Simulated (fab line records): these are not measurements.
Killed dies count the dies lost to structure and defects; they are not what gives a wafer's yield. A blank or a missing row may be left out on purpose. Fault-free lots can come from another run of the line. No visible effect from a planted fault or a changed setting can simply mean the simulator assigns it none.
Matching of chambers / flow nand_harc / NHARC_A_M0_CMP_23 on cmp-02 has 4 sister chambers
The step polishes, t overpolish 20 s, target thk 113.75 nm. 8 wafers are shown with their chamber, then 7 later ones without.

WAFERS, EACH WITH ITS CHAMBER
wafer=L688.3; chamber=3; motor_current_A (A)=11.4; time_to_endpoint_s (s)=27.2
wafer=L688.6; chamber=0; motor_current_A (A)=11.5; time_to_endpoint_s (s)=28.3
wafer=L691.5; chamber=3; motor_current_A (A)=10.8; time_to_endpoint_s (s)=25.8
wafer=L694.2; chamber=0; motor_current_A (A)=11.1; time_to_endpoint_s (s)=30.5
wafer=L694.4; chamber=1; motor_current_A (A)=13.1; time_to_endpoint_s (s)=30.7
wafer=L694.6; chamber=2; motor_current_A (A)=13.3; time_to_endpoint_s (s)=32.6
wafer=L696.3; chamber=1; motor_current_A (A)=13.1; time_to_endpoint_s (s)=28.8
wafer=L696.5; chamber=2; motor_current_A (A)=12.4; time_to_endpoint_s (s)=28.2

WAFERS WITH NO CHAMBER GIVEN
wafer=L696.6; motor_current_A (A)=13.1; time_to_endpoint_s (s)=26.8
wafer=L699.1; motor_current_A (A)=11.1; time_to_endpoint_s (s)=29.2
wafer=L699.3; motor_current_A (A)=12.5; time_to_endpoint_s (s)=29.8
wafer=L699.5; motor_current_A (A)=12.0; time_to_endpoint_s (s)=31.2
wafer=L700.1; motor_current_A (A)=10.4; time_to_endpoint_s (s)=22.9
wafer=L700.3; motor_current_A (A)=13.2; time_to_endpoint_s (s)=26.1
wafer=L700.6; motor_current_A (A)=12.5; time_to_endpoint_s (s)=28.3

THE CHAMBER EACH PASSED THROUGH
wafer=L696.6; from the rows above=can't be placed: 1 or 2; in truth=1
wafer=L699.1; from the rows above=can't be placed: 0 or 3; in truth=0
wafer=L699.3; from the rows above=can't be placed: 2 or 1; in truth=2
wafer=L699.5; from the rows above=can't be placed: 0 or 2 or 1 or 3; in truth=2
wafer=L700.1; from the rows above=can't be placed: 3 or 0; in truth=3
wafer=L700.3; from the rows above=can't be placed: 1 or 2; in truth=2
wafer=L700.6; from the rows above=can't be placed: 2 or 1 or 0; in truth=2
Correct placement for 0 of the 7. Can't be placed from these rows: 7 (the true chamber is among the candidates in 7). Wrongly placed: 0.
How it was worked out, from the rows above alone: a wafer's distance from a chamber is the root of the sum, over the readings, of the square of ((its reading less the chamber's mean) divided by the reading's scatter). If the next closest chamber is less than 2 further off than the closest, the wafer can't be placed; otherwise it belongs to the closest. Each chamber's mean is taken over the wafers shown for it. The scatter: take each reading less its chamber's mean, square it, sum over the shown wafers, divide by the number of wafers less the number of chambers, and take the root.
